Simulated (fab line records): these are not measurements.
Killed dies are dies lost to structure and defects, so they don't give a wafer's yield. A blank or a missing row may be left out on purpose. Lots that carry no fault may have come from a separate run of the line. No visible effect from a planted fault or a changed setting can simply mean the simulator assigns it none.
Commonality check across tools    flow n5Finfet    27 wafers sampled across 9 lots

== THE REASON FOR OPENING IT ==
N5_BEOL_M6_THK_MEAS_53, reading M6_THK: flagged on 3 of 9 lots. Wafers without a fault read 79.7 nm, standard deviation 1.6.
Rule: a lot is flagged in two cases, either no wafer of it has a number, or all its wafers with numbers fall more than 4 standard deviations from that mean. The other lots count as sound.

lot   measured      on            M6_THK (nm), wafer by wafer  flag
L124  day 9 14:33   filmMetro-02  81.7 79.2 81.2               
L125  day 10 13:55  filmMetro-01  78.2 78.6 79.1               
L127  day 10 15:40  filmMetro-01  80.8 79.9 81.8               
L130  day 10 15:50  filmMetro-02  299.0 294.3 296.5            FLAGGED
L131  day 10 21:13  filmMetro-01  289.4 294.0 292.7            FLAGGED
L129  day 11 03:04  filmMetro-01  293.2 299.9 294.3            FLAGGED
L139  day 13 14:17  filmMetro-01  80.7 82.7 79.7               
L140  day 13 15:26  filmMetro-02  81.1 82.1 80.7               
L145  day 14 23:24  filmMetro-01  80.4 79.7 79.7               
On average the flagged lots read 294.8 nm, which is +215.1 nm against the usual, or +99 or more standard deviations.

== LOT BY LOT: THE TOOL USED ==
The record holds 3 process steps before the reading, out of a route of 1938 steps. Each cell gives the tool, then ch followed by the chambers the sampled wafers passed through, then the start.
lot   flag     N5_BEOL_M6_SURFACE_TREAT_79  N5_BEOL_M6_ANNEAL_51             N5_BEOL_M6_CMP_52
L124           pvdSputter-02, day 9 13:30   rtpAnneal-01 ch 0, day 9 13:57   cmp-01 ch 1,2,3, day 9 14:18
L125           pvdSputter-01, day 10 11:14  rtpAnneal-02 ch 0, day 10 13:24  cmp-02 ch 1,2,3, day 10 13:42
L127           pvdSputter-02, day 10 14:17  rtpAnneal-02 ch 0, day 10 15:10  cmp-02 ch 1,3, day 10 15:25
L130  FLAGGED  pvdSputter-03, day 10 14:21  rtpAnneal-01 ch 0, day 10 15:17  cmp-01 ch 0,2,3, day 10 15:38
L131  FLAGGED  pvdSputter-03, day 10 19:56  rtpAnneal-01 ch 0, day 10 20:40  cmp-02 ch 2,3, day 10 20:55
L129  FLAGGED  pvdSputter-02, day 11 01:40  rtpAnneal-02 ch 0, day 11 02:28  cmp-01 ch 0,1,3, day 11 02:53
L139           pvdSputter-03, day 13 12:43  rtpAnneal-02 ch 0, day 13 13:45  cmp-01 ch 0,2, day 13 14:00
L140           pvdSputter-01, day 13 14:11  rtpAnneal-01 ch 0, day 13 14:52  cmp-02 ch 0,1,2, day 13 15:10
L145           pvdSputter-03, day 14 21:53  rtpAnneal-02 ch 0, day 14 22:47  cmp-01 ch 0,2,3, day 14 23:08
What the steps here do:
- N5_BEOL_M6_SURFACE_TREAT_79
- N5_BEOL_M6_ANNEAL_51: time 90 s.
- N5_BEOL_M6_CMP_52: polishes, stops on SiCOH lowk, t overpolish 6.9 s, target thk 80 nm.
- N5_BEOL_M6_THK_MEAS_53: measures by xrf.

== FLAGGED OVER TOTAL, TOOL BY TOOL (the gauges that took the reading come last) ==
step                         tool           lots run  flagged  share of the flagged lots  sound lots run after its first flagged lot
N5_BEOL_M6_SURFACE_TREAT_79  pvdSputter-01  2         0        none                       -
N5_BEOL_M6_SURFACE_TREAT_79  pvdSputter-02  3         1        some                       0
N5_BEOL_M6_SURFACE_TREAT_79  pvdSputter-03  4         2        some                       2 (L139,L145)
N5_BEOL_M6_ANNEAL_51         rtpAnneal-01   4         2        some                       1 (L140)
N5_BEOL_M6_ANNEAL_51         rtpAnneal-02   5         1        some                       2 (L139,L145)
N5_BEOL_M6_CMP_52            cmp-01         5         2        some                       2 (L139,L145)
N5_BEOL_M6_CMP_52            cmp-02         4         1        some                       1 (L140)
N5_BEOL_M6_THK_MEAS_53       filmMetro-01   6         2        some                       2 (L139,L145)
N5_BEOL_M6_THK_MEAS_53       filmMetro-02   3         1        some                       1 (L140)

== THE TABLE: WHAT IT ALLOWS ==
No row of the table ran every flagged lot.

== WHAT THE SIMULATOR HAD INSERTED ==
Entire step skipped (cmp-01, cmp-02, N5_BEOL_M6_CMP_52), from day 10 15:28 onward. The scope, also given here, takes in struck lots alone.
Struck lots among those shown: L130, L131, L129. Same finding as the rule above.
